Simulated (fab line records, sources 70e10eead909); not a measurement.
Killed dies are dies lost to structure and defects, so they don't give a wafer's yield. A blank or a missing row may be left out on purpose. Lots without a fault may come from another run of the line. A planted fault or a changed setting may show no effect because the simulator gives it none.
Which tool did it? | flow nand_harc | 13 lots, 39 wafers sampled, at 5 steps of a route of 1302

WHAT THE GAUGES READ, wafer by wafer
NHARC_A_STAIRCASE_INSPECT_155.
lot  | measured     | on                | raw_defect_count
L578 | day 19 15:23 | defect_inspect-02 | 427 578 454
L577 | day 19 21:13 | defect_inspect-01 | 461 647 624
L579 | day 20 00:43 | defect_inspect-02 | 343 262 292
L580 | day 20 10:20 | defect_inspect-02 | 640 380 348
L584 | day 21 15:41 | defect_inspect-01 | 509 398 573
L583 | day 21 15:48 | defect_inspect-02 | 322 479 318
L585 | day 22 12:14 | defect_inspect-02 | 738 385 615
L594 | day 26 11:49 | defect_inspect-02 | 376 421 326
L595 | day 26 12:25 | defect_inspect-01 | 617 557 473
L597 | day 27 12:09 | defect_inspect-01 | 718 547 550
L598 | day 27 11:37 | defect_inspect-01 | 407 402 475
L599 | day 27 11:33 | defect_inspect-02 | 501 409 356
L600 | day 28 05:44 | defect_inspect-02 | 520 357 467

NHARC_END_SORT_01.
lot  | measured     | on        | killed_at_array | killed_at_other | killed_at_periphery | killed_dies | killed_open | killed_short
L579 | day 25 09:55 | prober-01 | 55 53 60        | 0 0 0           | 10 15 13            | 65 68 73    | 2 1 3       | 3 2 3
L584 | day 26 22:44 | prober-01 | 84 63 78        | 0 2 2           | 3 4 6               | 87 69 86    | 4 2 2       | 1 1 4
L583 | day 26 23:28 | prober-02 | 674 672 674     | 1 0 2           | 2 5 1               | 677 677 677 | 4 4 3       | 4 2 2
L585 | day 27 15:32 | prober-02 | 672 668 675     | 0 1 0           | 5 8 2               | 677 677 677 | 5 4 2       | 0 5 0
L594 | day 31 16:37 | prober-02 | 68 61 58        | 0 1 0           | 2 4 2               | 70 66 60    | 5 3 3       | 5 3 2
L595 | day 31 11:34 | prober-01 | 44 37 47        | 2 0 1           | 4 2 4               | 50 39 52    | 2 2 5       | 3 1 7
L598 | day 32 18:14 | prober-01 | 49 38 43        | 0 2 4           | 3 3 6               | 52 43 53    | 5 2 4       | 2 3 1
L599 | day 33 02:56 | prober-01 | 49 49 46        | 1 1 0           | 2 3 0               | 52 53 46    | 2 8 2       | 3 3 0

WHICH TOOL RAN EACH LOT (tool, then ch and the chambers of the sampled wafers, then the start)
lot  | NHARC_A_STAIRCASE_DEP_322       | NHARC_A_STAIRCASE_CMP_152     | NHARC_A_STAIRCASE_ETCHBACK_157
L578 | pecvd-03 ch 1,2, day 18 15:08   | cmp-03 ch 0,3, day 19 13:35   | rie_diel-11 ch 0,2,3, day 19 14:26
L577 | pecvd-02 ch 0,1, day 18 15:10   | cmp-01 ch 1,2,3, day 19 19:30 | rie_diel-06 ch 0,1,2, day 19 20:19
L579 | pecvd-03 ch 1,2, day 18 22:16   | cmp-02 ch 0,2, day 19 22:58   | rie_diel-11 ch 0,3, day 19 23:49
L580 | pecvd-01 ch 0,1,2, day 19 09:13 | cmp-01 ch 0,2,3, day 20 08:38 | rie_diel-11 ch 1,2,3, day 20 09:27
L584 | pecvd-02 ch 0,2, day 20 14:01   | cmp-03 ch 0,1,3, day 21 13:58 | rie_diel-01 ch 2,3, day 21 14:47
L583 | pecvd-03 ch 1,2, day 20 14:01   | cmp-02 ch 1,2, day 21 14:05   | rie_diel-11 ch 0,1, day 21 14:55
L585 | pecvd-02 ch 0,1,2, day 21 10:44 | cmp-02 ch 0,2, day 22 10:32   | rie_diel-11 ch 0,1, day 22 11:20
L594 | pecvd-03 ch 1,2, day 25 09:37   | cmp-03 ch 0,1,2, day 26 10:06 | rie_diel-06 ch 0,2,3, day 26 10:58
L595 | pecvd-01 ch 1,2, day 25 15:11   | cmp-02 ch 2,3, day 26 10:40   | rie_diel-06 ch 1,3, day 26 11:32
L597 | pecvd-03 ch 0,1,2, day 26 12:41 | cmp-03 ch 0,1,3, day 27 10:22 | rie_diel-06 ch 1,2,3, day 27 11:11
L598 | pecvd-01 ch 0,1,2, day 26 12:41 | cmp-02 ch 0,3, day 27 09:49   | rie_diel-06 ch 0,2,3, day 27 10:38
L599 | pecvd-02 ch 1,2, day 26 12:53   | cmp-01 ch 0,1, day 27 09:51   | rie_diel-11 ch 1,2,3, day 27 10:43
L600 | pecvd-02 ch 0,2, day 27 05:28   | cmp-01 ch 0,1,3, day 28 03:58 | rie_diel-11 ch 0,1,2, day 28 04:50
- NHARC_A_STAIRCASE_DEP_322: deposits SiO2, target thk 7200 nm.
- NHARC_A_STAIRCASE_CMP_152: polishes.
- NHARC_A_STAIRCASE_ETCHBACK_157: etches the open film in CH3F/O2, target depth 90 nm, time 167.14 s.

WHAT THE TOOLS THEMSELVES READ (means of the sampled wafers that have a number; where no wafer has one, the mark that the record gives instead)
NHARC_A_STAIRCASE_DEP_322.
lot  | tool     | heater_power_outer_w (W) | heater_power_w (W)
L578 | pecvd-03 | 388                      | 618
L577 | pecvd-02 | 367                      | 644
L579 | pecvd-03 | 427                      | 717
L580 | pecvd-01 | 419                      | 706
L584 | pecvd-02 | 356                      | 610
L583 | pecvd-03 | 390                      | 645
L585 | pecvd-02 | 372                      | 634
L594 | pecvd-03 | 415                      | 680
L595 | pecvd-01 | 438                      | 741
L597 | pecvd-03 | 386                      | 645
L598 | pecvd-01 | 447                      | 735
L599 | pecvd-02 | 386                      | 649
L600 | pecvd-02 | 329                      | 578

NHARC_A_STAIRCASE_CMP_152.
lot  | tool   | edge_zone_pressure_frac | motor_current_A (A)
L578 | cmp-03 | 1.002                   | 12.0
L577 | cmp-01 | 0.997                   | 12.8
L579 | cmp-02 | 0.998                   | 13.3
L580 | cmp-01 | 1.000                   | 11.4
L584 | cmp-03 | 1.000                   | 12.3
L583 | cmp-02 | -                       | -
L585 | cmp-02 | -                       | -
L594 | cmp-03 | 1.001                   | 13.1
L595 | cmp-02 | 0.996                   | 13.9
L597 | cmp-03 | 1.001                   | 12.7
L598 | cmp-02 | 1.007                   | 13.6
L599 | cmp-01 | 1.001                   | 12.7
L600 | cmp-01 | 1.000                   | 12.7

NHARC_A_STAIRCASE_ETCHBACK_157.
lot  | tool        | drypump_motor_current_A (A) | oes_product_au (a.u.) | rf_vpp_V (V) | showerhead_plenum_p_Torr (Torr) | throttle_valve_pct (%)
L578 | rie_diel-11 | 5.4                         | 1.01                  | 243.5        | 2.42                            | 20.661
L577 | rie_diel-06 | 5.7                         | 1.01                  | 243.2        | 2.33                            | 20.662
L579 | rie_diel-11 | 5.2                         | 1.02                  | 244.1        | 2.41                            | 20.659
L580 | rie_diel-11 | 5.4                         | 0.99                  | 245.1        | 2.50                            | 20.663
L584 | rie_diel-01 | 6.0                         | 0.92                  | 244.2        | 2.48                            | 20.653
L583 | rie_diel-11 | 4.8                         | 0.93                  | 244.3        | 2.48                            | 20.648
L585 | rie_diel-11 | 4.8                         | 0.98                  | 245.4        | 2.57                            | 20.671
L594 | rie_diel-06 | 5.7                         | 1.00                  | 243.9        | 2.44                            | 20.661
L595 | rie_diel-06 | 5.9                         | 0.94                  | 247.1        | 2.65                            | 20.665
L597 | rie_diel-06 | 5.7                         | 1.01                  | 245.3        | 2.56                            | 20.667
L598 | rie_diel-06 | 5.7                         | 0.96                  | 243.8        | 2.44                            | 20.662
L599 | rie_diel-11 | 5.5                         | 1.01                  | 245.6        | 2.48                            | 20.661
L600 | rie_diel-11 | 5.2                         | 1.01                  | 244.5        | 2.48                            | 20.657

THE ANSWER, worked out from the rows above alone
Rule: what is usual is taken from the lots themselves. Put in order of their means at a reading, lots are off if they are a third of the lots or fewer, leave a main group of 4 or more, and stand apart from it by a gap of 3 or more times the standard deviation of the main group's means; of several such gaps the widest counts. A main group whose means are all the same, to the digits that the tables above print for the reading, isn't used. A lot without any number at a reading at which 4 lots or more have one is off too. The other lots that the step has rows for count as sound. The gauges are gone through in route order, then the tools' own readings, and for those a lot's mean is taken as printed above. The first step at which some lot is off is used, and at that step the reading that is off furthest; a lot without a number counts as furthest.
Off: L583, L585, at NHARC_END_SORT_01 (killed_at_array). The main group: mean 55, standard deviation 11. Neither off nor sound, because the step has no rows for them: L578, L577, L580, L597, L600.
A tool fits if, at a process step before that reading, it ran every lot that is off, and no sound lot after the first of them. The gauges at NHARC_END_SORT_01 aren't tried: what is off there is off at NHARC_A_STAIRCASE_CMP_152 too, on other tools, and a gauge's error can't cause that. None of those tried fits.

WHAT THE SIMULATOR HAD PUT IN
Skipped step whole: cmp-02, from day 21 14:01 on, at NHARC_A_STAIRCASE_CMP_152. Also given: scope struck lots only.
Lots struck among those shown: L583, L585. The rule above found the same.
